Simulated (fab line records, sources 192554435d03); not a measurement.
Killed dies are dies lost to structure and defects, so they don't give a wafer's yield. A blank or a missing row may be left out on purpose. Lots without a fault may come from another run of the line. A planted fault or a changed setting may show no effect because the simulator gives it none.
One fault seen from 3 desks | flow n5_finfet | each desk has only its own numbers; what lay behind them comes last

THE TOOL OWNER'S DESK: ald_hk-02
The tool's own readings at N5_HKMG_FIN_ALD_74 (deposits La2O3, target thk 0.5 nm, pulse time 6 s, co reactant pulse time 1 s): means of the sampled wafers that have a number, for each lot that ran on this tool. A lot is out of limits, marked OUT, if its mean lies more than 4 standard deviations from the usual mean; the brackets give that distance.
Columns: A = heater_power_w at N5_HKMG_FIN_ALD_74, usual 349 W; B = precursor_pulse_height_rel at N5_HKMG_FIN_ALD_74, usual 1.001
lot  | first seen here | A   | B
L522 | day 5 05:54     | 356 | 1.000
L523 | day 5 08:58     | 362 | 1.006
L525 | day 5 20:15     | 350 | 1.001
L529 | day 7 01:37     | 341 | 0.985
L540 | day 9 13:34     | 347 | 0.996
This desk's finding: nothing out of limits on any of the 5 lots.

THE METROLOGY DESK
What the gauges read, lot by lot, whatever tool the lot ran on: means of the sampled wafers that have a number. A lot is out of limits, marked OUT, if its mean lies more than 4 standard deviations from the usual mean; the brackets give that distance. Of its 10 readings 7 are shown: those that lie furthest out on some lot.
Columns: A = DIBL_N at N5_BEOL_M4_RC_MEAS_101, usual 35.9 mV/V; B = IOFF_N at N5_BEOL_M4_RC_MEAS_101, usual 0.149 nA/um; C = ION_N at N5_BEOL_M4_RC_MEAS_101, usual 671 uA/um; D = ION_P at N5_BEOL_M4_RC_MEAS_101, usual 460 uA/um; E = SS_N at N5_BEOL_M4_RC_MEAS_101, usual 71.4 mV/dec; F = VT_N at N5_BEOL_M4_RC_MEAS_101, usual 251 mV; G = VT_P at N5_BEOL_M4_RC_MEAS_101, usual -251 mV
lot  | first seen here | A    | B     | C   | D   | E    | F   | G
L518 | day 7 21:37     | 34.6 | 0.124 | 658 | 450 | 70.4 | 253 | -257
L522 | day 9 00:58     | 33.6 | 0.123 | 667 | 457 | 71.0 | 253 | -253
L523 | day 9 07:43     | 35.5 | 0.133 | 670 | 458 | 71.0 | 252 | -252
L525 | day 9 13:25     | 36.4 | 0.152 | 673 | 465 | 71.5 | 250 | -249
L528 | day 10 14:43    | 37.8 | 0.195 | 686 | 466 | 71.8 | 246 | -250
L529 | day 10 20:29    | 35.9 | 0.147 | 662 | 462 | 71.3 | 251 | -249
L535 | day 12 09:48    | 36.7 | 0.151 | 661 | 455 | 72.3 | 252 | -254
L538 | day 12 19:22    | 35.2 | 0.131 | 662 | 457 | 71.5 | 253 | -249
L539 | day 13 00:59    | 35.8 | 0.173 | 678 | 464 | 71.8 | 246 | -249
L540 | day 13 12:37    | 38.2 | 0.190 | 687 | 470 | 71.7 | 247 | -247
This desk's finding: nothing out of limits on any of the 10 lots.

THE DEFECT DESK
What the inspections along the route counted, lot by lot: means of the sampled wafers that have a number. A lot is out of limits, marked OUT, if its mean lies more than 4 standard deviations from the usual mean; the brackets give that distance.
Columns: A = raw_defect_count at N5_SDB_INSPECT_36, usual 39
lot  | first seen here | A
L518 | day 3 21:40     | 29
L522 | day 5 04:55     | 31
L523 | day 5 07:55     | 36
L525 | day 5 19:16     | 22
L528 | day 6 12:11     | 27
L529 | day 7 00:38     | 43
L535 | day 8 08:35     | 32
L538 | day 9 01:37     | 39
L539 | day 9 04:22     | 30
L540 | day 9 12:34     | 27
This desk's finding: nothing out of limits on any of the 10 lots.

PUT TOGETHER
The tool owner's desk saw nothing out of limits.
The metrology desk saw nothing out of limits.
The defect desk saw nothing out of limits.

WHAT THE SIMULATOR HAD PUT IN
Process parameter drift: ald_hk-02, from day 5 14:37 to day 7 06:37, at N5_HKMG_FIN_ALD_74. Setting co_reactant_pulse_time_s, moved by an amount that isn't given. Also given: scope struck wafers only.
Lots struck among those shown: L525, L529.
